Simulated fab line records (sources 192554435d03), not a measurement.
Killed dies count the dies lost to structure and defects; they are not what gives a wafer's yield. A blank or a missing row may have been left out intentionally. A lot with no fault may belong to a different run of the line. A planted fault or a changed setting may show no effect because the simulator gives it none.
What tool caused it? :: flow n5Finfet :: 9 lots, 27 wafers sampled, at 6 steps of a route of 1938

WHAT EACH GAUGE READ, for each wafer
N5_SD_EPI_N_EPI_MEAS_23.
lot: L187
measured: day 3 14:28
on: filmMetro-01
thkNm (nm): 60.5 59.7 60.6

lot: L188
measured: day 3 15:16
on: filmMetro-02
thkNm (nm): 58.3 56.4 58.6

lot: L190
measured: day 4 06:40
on: filmMetro-02
thkNm (nm): 58.1 59.9 58.4

lot: L193
measured: day 5 04:41
on: filmMetro-02
thkNm (nm): 59.0 60.8 58.8

lot: L195
measured: day 5 11:38
on: filmMetro-01
thkNm (nm): 60.3 58.9 63.6

lot: L198
measured: day 6 04:04
on: filmMetro-01
thkNm (nm): 58.8 57.1 60.0

lot: L200
measured: day 6 16:21
on: filmMetro-02
thkNm (nm): 58.5 58.6 58.9

lot: L204
measured: day 7 17:19
on: filmMetro-01
thkNm (nm): 51.7 51.7 51.6

lot: L208
measured: day 8 17:55
on: filmMetro-01
thkNm (nm): 50.8 52.3 53.5

N5_BEOL_M4_RC_MEAS_101.
lot: L187
measured: day 7 22:32
on: prober-02
DIBL_N (mV/V): 37.0 43.5 39.5
DIBL_P (mV/V): 35 44 38
IOFF_N (nA/um): 0.16 0.32 0.22
IOFF_P (nA/um): 0.21 0.42 0.29
ION_N (uA/um): 680 733 692
ION_P (uA/um): 467 500 479
SS_N (mV/dec): 71.0 72.7 71.5
SS_P (mV/dec): 73.8 76.2 73.5
VT_N (mV): 249 242 244
VT_P (mV): -249 -240 -245

lot: L188
measured: day 9 09:14
on: prober-02
DIBL_N (mV/V): 36.1 37.3 37.3
DIBL_P (mV/V): 36 37 38
IOFF_N (nA/um): 0.15 0.18 0.18
IOFF_P (nA/um): 0.20 0.23 0.24
ION_N (uA/um): 674 681 689
ION_P (uA/um): 469 471 474
SS_N (mV/dec): 70.7 71.8 71.7
SS_P (mV/dec): 72.6 74.1 73.8
VT_N (mV): 250 247 246
VT_P (mV): -248 -250 -248

lot: L190
measured: day 9 14:45
on: prober-02
DIBL_N (mV/V): 31.4 36.5 35.3
DIBL_P (mV/V): 29 36 34
IOFF_N (nA/um): 0.09 0.17 0.14
IOFF_P (nA/um): 0.13 0.21 0.18
ION_N (uA/um): 648 691 677
ION_P (uA/um): 452 470 463
SS_N (mV/dec): 69.9 71.7 71.3
SS_P (mV/dec): 71.0 72.6 72.5
VT_N (mV): 256 246 252
VT_P (mV): -257 -249 -253

lot: L193
measured: day 10 16:34
on: prober-01
DIBL_N (mV/V): 32.3 36.5 33.2
DIBL_P (mV/V): 32 38 33
IOFF_N (nA/um): 0.10 0.17 0.11
IOFF_P (nA/um): 0.15 0.23 0.16
ION_N (uA/um): 669 687 665
ION_P (uA/um): 465 472 458
SS_N (mV/dec): 70.9 71.7 70.6
SS_P (mV/dec): 71.4 72.6 71.4
VT_N (mV): 255 248 251
VT_P (mV): -253 -250 -252

lot: L195
measured: day 10 19:54
on: prober-01
DIBL_N (mV/V): 37.4 38.3 39.2
DIBL_P (mV/V): 37 37 40
IOFF_N (nA/um): 0.14 0.16 0.18
IOFF_P (nA/um): 0.21 0.23 0.28
ION_N (uA/um): 667 686 690
ION_P (uA/um): 468 472 473
SS_N (mV/dec): 71.6 71.9 71.7
SS_P (mV/dec): 73.1 73.2 74.1
VT_N (mV): 254 251 247
VT_P (mV): -250 -249 -247

lot: L198
measured: day 11 09:40
on: prober-02
DIBL_N (mV/V): 35.0 33.4 32.7
DIBL_P (mV/V): 36 34 33
IOFF_N (nA/um): 0.17 0.15 0.13
IOFF_P (nA/um): 0.21 0.20 0.17
ION_N (uA/um): 704 691 668
ION_P (uA/um): 478 471 460
SS_N (mV/dec): 71.3 70.3 70.5
SS_P (mV/dec): 73.8 72.8 72.9
VT_N (mV): 246 246 249
VT_P (mV): -248 -248 -253

lot: L200
measured: day 11 17:33
on: prober-02
DIBL_N (mV/V): 33.3 38.7 36.7
DIBL_P (mV/V): 34 39 35
IOFF_N (nA/um): 0.12 0.24 0.18
IOFF_P (nA/um): 0.18 0.25 0.19
ION_N (uA/um): 656 684 653
ION_P (uA/um): 454 456 445
SS_N (mV/dec): 71.3 72.1 72.6
SS_P (mV/dec): 73.1 75.0 73.5
VT_N (mV): 254 244 252
VT_P (mV): -254 -251 -254

lot: L204
measured: day 12 22:44
on: prober-02
DIBL_N (mV/V): 34.7 37.8 34.3
DIBL_P (mV/V): 35 41 36
IOFF_N (nA/um): 0.13 0.18 0.12
IOFF_P (nA/um): 0.14 0.22 0.16
ION_N (uA/um): 667 671 658
ION_P (uA/um): 445 450 445
SS_N (mV/dec): 71.0 72.3 71.2
SS_P (mV/dec): 72.4 73.9 72.7
VT_N (mV): 255 251 254
VT_P (mV): -255 -253 -258

lot: L208
measured: day 14 07:22
on: prober-02
DIBL_N (mV/V): 40.0 36.7 41.0
DIBL_P (mV/V): 38 34 40
IOFF_N (nA/um): 0.21 0.14 0.23
IOFF_P (nA/um): 0.22 0.16 0.25
ION_N (uA/um): 677 659 689
ION_P (uA/um): 457 448 467
SS_N (mV/dec): 72.4 71.2 72.3
SS_P (mV/dec): 73.5 72.5 74.2
VT_N (mV): 249 253 247
VT_P (mV): -253 -257 -252

WHICH TOOL RAN EACH LOT (tool, then ch and the chambers of the sampled wafers, then the start)
lot: L187
N5_DUMMY_GATE_ETCH_23: rieSi-04 ch 2,3, day 3 08:35
N5_SD_EPI_N_ETCHBACK_44: rieDiel-04 ch 1,2,3, day 3 11:29
N5_SD_EPI_N_ETCH_45: rieDiel-04 ch 1,2,3, day 3 11:35
N5_SD_EPI_N_EPI_21: epiRpcvd-02 ch 0, day 3 12:45

lot: L188
N5_DUMMY_GATE_ETCH_23: rieSi-04 ch 0,1, day 3 10:18
N5_SD_EPI_N_ETCHBACK_44: rieDiel-04 ch 0,3, day 3 12:17
N5_SD_EPI_N_ETCH_45: rieDiel-04 ch 0,3, day 3 12:23
N5_SD_EPI_N_EPI_21: epiRpcvd-03 ch 0, day 3 14:23

lot: L190
N5_DUMMY_GATE_ETCH_23: rieSi-06 ch 0,1,2, day 4 00:24
N5_SD_EPI_N_ETCHBACK_44: rieDiel-01 ch 0,1,3, day 4 02:58
N5_SD_EPI_N_ETCH_45: rieDiel-01 ch 0,1,3, day 4 03:04
N5_SD_EPI_N_EPI_21: epiRpcvd-01 ch 0, day 4 04:24

lot: L193
N5_DUMMY_GATE_ETCH_23: rieSi-05 ch 1,2,3, day 4 22:22
N5_SD_EPI_N_ETCHBACK_44: rieDiel-04 ch 1,3, day 5 01:43
N5_SD_EPI_N_ETCH_45: rieDiel-04 ch 1,3, day 5 01:49
N5_SD_EPI_N_EPI_21: epiRpcvd-01 ch 0, day 5 02:58

lot: L195
N5_DUMMY_GATE_ETCH_23: rieSi-04 ch 0,3, day 5 06:19
N5_SD_EPI_N_ETCHBACK_44: rieDiel-04 ch 0,1, day 5 08:38
N5_SD_EPI_N_ETCH_45: rieDiel-04 ch 0,1, day 5 08:44
N5_SD_EPI_N_EPI_21: epiRpcvd-02 ch 0, day 5 10:27

lot: L198
N5_DUMMY_GATE_ETCH_23: rieSi-06 ch 1,2, day 5 23:14
N5_SD_EPI_N_ETCHBACK_44: rieDiel-06 ch 0,1,2, day 6 01:04
N5_SD_EPI_N_ETCH_45: rieDiel-06 ch 0,1,2, day 6 01:10
N5_SD_EPI_N_EPI_21: epiRpcvd-01 ch 0, day 6 02:54

lot: L200
N5_DUMMY_GATE_ETCH_23: rieSi-06 ch 0,1, day 6 11:14
N5_SD_EPI_N_ETCHBACK_44: rieDiel-04 ch 2,3, day 6 13:22
N5_SD_EPI_N_ETCH_45: rieDiel-04 ch 2,3, day 6 13:28
N5_SD_EPI_N_EPI_21: epiRpcvd-02 ch 0, day 6 14:55

lot: L204
N5_DUMMY_GATE_ETCH_23: rieSi-04 ch 0,2, day 7 11:46
N5_SD_EPI_N_ETCHBACK_44: rieDiel-06 ch 0,1,2, day 7 14:20
N5_SD_EPI_N_ETCH_45: rieDiel-06 ch 0,1,2, day 7 14:26
N5_SD_EPI_N_EPI_21: epiRpcvd-01 ch 0, day 7 15:52

lot: L208
N5_DUMMY_GATE_ETCH_23: rieSi-06 ch 1,2,3, day 8 11:40
N5_SD_EPI_N_ETCHBACK_44: rieDiel-04 ch 2,3, day 8 14:11
N5_SD_EPI_N_ETCH_45: rieDiel-04 ch 2,3, day 8 14:17
N5_SD_EPI_N_EPI_21: epiRpcvd-01 ch 0, day 8 16:22
- N5_DUMMY_GATE_ETCH_23: etches poly-Si in HBr/Cl2/O2, target depth 41 nm, time 22.3 s.
- N5_SD_EPI_N_ETCHBACK_44: etches SiNx in CH3F/O2, stops on SiO2, target depth 14.5 nm.
- N5_SD_EPI_N_ETCH_45: etches SiOCN in CH3F/O2, target depth 6 nm.
- N5_SD_EPI_N_EPI_21: deposits Si:P, time 690 s.

AS READ BY THE TOOLS THEMSELVES (means over the sampled wafers that have a number; for cases with no such wafer, the mark the record gives instead)
N5_DUMMY_GATE_ETCH_23.
lot: L187
tool: rieSi-04
drypumpMotorCurrentA (A): 5.3
oesProductAu (a.u.): 0.988
throttleValvePct (%): 36.8

lot: L188
tool: rieSi-04
drypumpMotorCurrentA (A): 5.8
oesProductAu (a.u.): 0.988
throttleValvePct (%): 36.4

lot: L190
tool: rieSi-06
drypumpMotorCurrentA (A): 5.8
oesProductAu (a.u.): 0.996
throttleValvePct (%): 37.1

lot: L193
tool: rieSi-05
drypumpMotorCurrentA (A): 5.5
oesProductAu (a.u.): 1.013
throttleValvePct (%): 37.6

lot: L195
tool: rieSi-04
drypumpMotorCurrentA (A): 5.6
oesProductAu (a.u.): 1.010
throttleValvePct (%): 36.2

lot: L198
tool: rieSi-06
drypumpMotorCurrentA (A): 5.8
oesProductAu (a.u.): 0.993
throttleValvePct (%): 37.2

lot: L200
tool: rieSi-06
drypumpMotorCurrentA (A): 5.9
oesProductAu (a.u.): 1.007
throttleValvePct (%): 37.1

lot: L204
tool: rieSi-04
drypumpMotorCurrentA (A): 5.5
oesProductAu (a.u.): 1.008
throttleValvePct (%): 36.7

lot: L208
tool: rieSi-06
drypumpMotorCurrentA (A): 5.8
oesProductAu (a.u.): 0.994
throttleValvePct (%): 37.3

N5_SD_EPI_N_ETCHBACK_44.
lot: L187
tool: rieDiel-04
drypumpMotorCurrentA (A): 5.7
oes_f_703_au (a.u.): 0.76
oesProductAu (a.u.): 0.66
rfVppV (V): 297
showerheadPlenumPTorr (Torr): 2.01
throttleValvePct (%): 16.33

lot: L188
tool: rieDiel-04
drypumpMotorCurrentA (A): 5.4
oes_f_703_au (a.u.): 0.86
oesProductAu (a.u.): 0.73
rfVppV (V): 288
showerheadPlenumPTorr (Torr): 1.96
throttleValvePct (%): 16.28

lot: L190
tool: rieDiel-01
drypumpMotorCurrentA (A): 5.5
oes_f_703_au (a.u.): 0.77
oesProductAu (a.u.): 0.66
rfVppV (V): 303
showerheadPlenumPTorr (Torr): 2.01
throttleValvePct (%): 16.37

lot: L193
tool: rieDiel-04
drypumpMotorCurrentA (A): 5.4
oes_f_703_au (a.u.): 0.78
oesProductAu (a.u.): 0.68
rfVppV (V): 295
showerheadPlenumPTorr (Torr): 1.99
throttleValvePct (%): 16.47

lot: L195
tool: rieDiel-04
drypumpMotorCurrentA (A): 5.9
oes_f_703_au (a.u.): 0.72
oesProductAu (a.u.): 0.62
rfVppV (V): 304
showerheadPlenumPTorr (Torr): 2.03
throttleValvePct (%): 16.46

lot: L198
tool: rieDiel-06
drypumpMotorCurrentA (A): 5.8
oes_f_703_au (a.u.): 0.91
oesProductAu (a.u.): 0.73
rfVppV (V): 291
showerheadPlenumPTorr (Torr): 2.08
throttleValvePct (%): 16.13

lot: L200
tool: rieDiel-04
drypumpMotorCurrentA (A): 5.7
oes_f_703_au (a.u.): 0.77
oesProductAu (a.u.): 0.66
rfVppV (V): 290
showerheadPlenumPTorr (Torr): 1.97
throttleValvePct (%): 16.17

lot: L204
tool: rieDiel-06
drypumpMotorCurrentA (A): 5.8
oes_f_703_au (a.u.): 0.88
oesProductAu (a.u.): 0.71
rfVppV (V): 291
showerheadPlenumPTorr (Torr): 2.07
throttleValvePct (%): 16.15

lot: L208
tool: rieDiel-04
drypumpMotorCurrentA (A): 5.5
oes_f_703_au (a.u.): 0.79
oesProductAu (a.u.): 0.68
rfVppV (V): 289
showerheadPlenumPTorr (Torr): 1.95
throttleValvePct (%): 16.32

N5_SD_EPI_N_ETCH_45.
lot: L187
tool: rieDiel-04
drypumpMotorCurrentA (A): 5.6
oesProductAu (a.u.): 0.78
rfVppV (V): 127.6
showerheadPlenumPTorr (Torr): 2.00
throttleValvePct (%): 23.29

lot: L188
tool: rieDiel-04
drypumpMotorCurrentA (A): 5.5
oesProductAu (a.u.): 0.86
rfVppV (V): 127.8
showerheadPlenumPTorr (Torr): 1.95
throttleValvePct (%): 23.35

lot: L190
tool: rieDiel-01
drypumpMotorCurrentA (A): 5.5
oesProductAu (a.u.): 0.78
rfVppV (V): 127.7
showerheadPlenumPTorr (Torr): 2.01
throttleValvePct (%): 23.34

lot: L193
tool: rieDiel-04
drypumpMotorCurrentA (A): 5.4
oesProductAu (a.u.): 0.81
rfVppV (V): 127.5
showerheadPlenumPTorr (Torr): 1.99
throttleValvePct (%): 23.51

lot: L195
tool: rieDiel-04
drypumpMotorCurrentA (A): 5.8
oesProductAu (a.u.): 0.73
rfVppV (V): 127.9
showerheadPlenumPTorr (Torr): 2.02
throttleValvePct (%): 23.48

lot: L198
tool: rieDiel-06
drypumpMotorCurrentA (A): 5.8
oesProductAu (a.u.): 0.87
rfVppV (V): 127.7
showerheadPlenumPTorr (Torr): 2.07
throttleValvePct (%): 23.04

lot: L200
tool: rieDiel-04
drypumpMotorCurrentA (A): 5.7
oesProductAu (a.u.): 0.76
rfVppV (V): 127.4
showerheadPlenumPTorr (Torr): 1.97
throttleValvePct (%): 23.08

lot: L204
tool: rieDiel-06
drypumpMotorCurrentA (A): 5.8
oesProductAu (a.u.): 0.83
rfVppV (V): 127.3
showerheadPlenumPTorr (Torr): 2.07
throttleValvePct (%): 23.07

lot: L208
tool: rieDiel-04
drypumpMotorCurrentA (A): 5.4
oesProductAu (a.u.): 0.78
rfVppV (V): 126.8
showerheadPlenumPTorr (Torr): 1.95
throttleValvePct (%): 23.29

N5_SD_EPI_N_EPI_21.
lot: L187
tool: epiRpcvd-02
lampInnerPct (%): 19.9
susceptorTempC (C): 679.60

lot: L188
tool: epiRpcvd-03
lampInnerPct (%): 21.0
susceptorTempC (C): 679.79

lot: L190
tool: epiRpcvd-01
lampInnerPct (%): 15.0
susceptorTempC (C): 680.05

lot: L193
tool: epiRpcvd-01
lampInnerPct (%): 15.0
susceptorTempC (C): 680.04

lot: L195
tool: epiRpcvd-02
lampInnerPct (%): 20.1
susceptorTempC (C): 679.90

lot: L198
tool: epiRpcvd-01
lampInnerPct (%): 15.0
susceptorTempC (C): 679.96

lot: L200
tool: epiRpcvd-02
lampInnerPct (%): 20.0
susceptorTempC (C): 680.02

lot: L204
tool: epiRpcvd-01
lampInnerPct (%): 14.9
susceptorTempC (C): 680.19

lot: L208
tool: epiRpcvd-01
lampInnerPct (%): 15.1
susceptorTempC (C): 680.13

THE ANSWER, worked out from the rows above alone
Rule: the usual values come from the lots themselves. The widest of any qualifying gaps counts: lots, ordered by their means at a reading, are off when they make up no more than a third of the lots, leave a main group of 4 or more, and stand apart from it by 3 or more times the standard deviation of that group's means. The tables above print the reading to a certain number of digits; a main group whose means all agree to those digits is not used. A lot without any number at a reading at which 4 lots or more have one is off too. Any other lot the step has rows for is counted as sound. After the gauges, taken in route order, come the tools' own readings; for these a lot's mean is taken, as printed above. At the first step where some lot is off, the reading lying furthest off is the one used; lots without a number count as furthest.
Off, at N5_SD_EPI_N_EPI_MEAS_23 on thkNm: L204, L208. Main group: mean 59.2 nm, sd 1.
A tool fits if, at a process step before that reading, it ran every lot that is off, and no sound lot after the first of them. Those tools and the gauges at N5_SD_EPI_N_EPI_MEAS_23 are tried in the same way. Can't be told from this: 2 tools fit, epiRpcvd-01 at N5_SD_EPI_N_EPI_21, filmMetro-01 at N5_SD_EPI_N_EPI_MEAS_23.

WHAT THE SIMULATOR HAD PUT IN
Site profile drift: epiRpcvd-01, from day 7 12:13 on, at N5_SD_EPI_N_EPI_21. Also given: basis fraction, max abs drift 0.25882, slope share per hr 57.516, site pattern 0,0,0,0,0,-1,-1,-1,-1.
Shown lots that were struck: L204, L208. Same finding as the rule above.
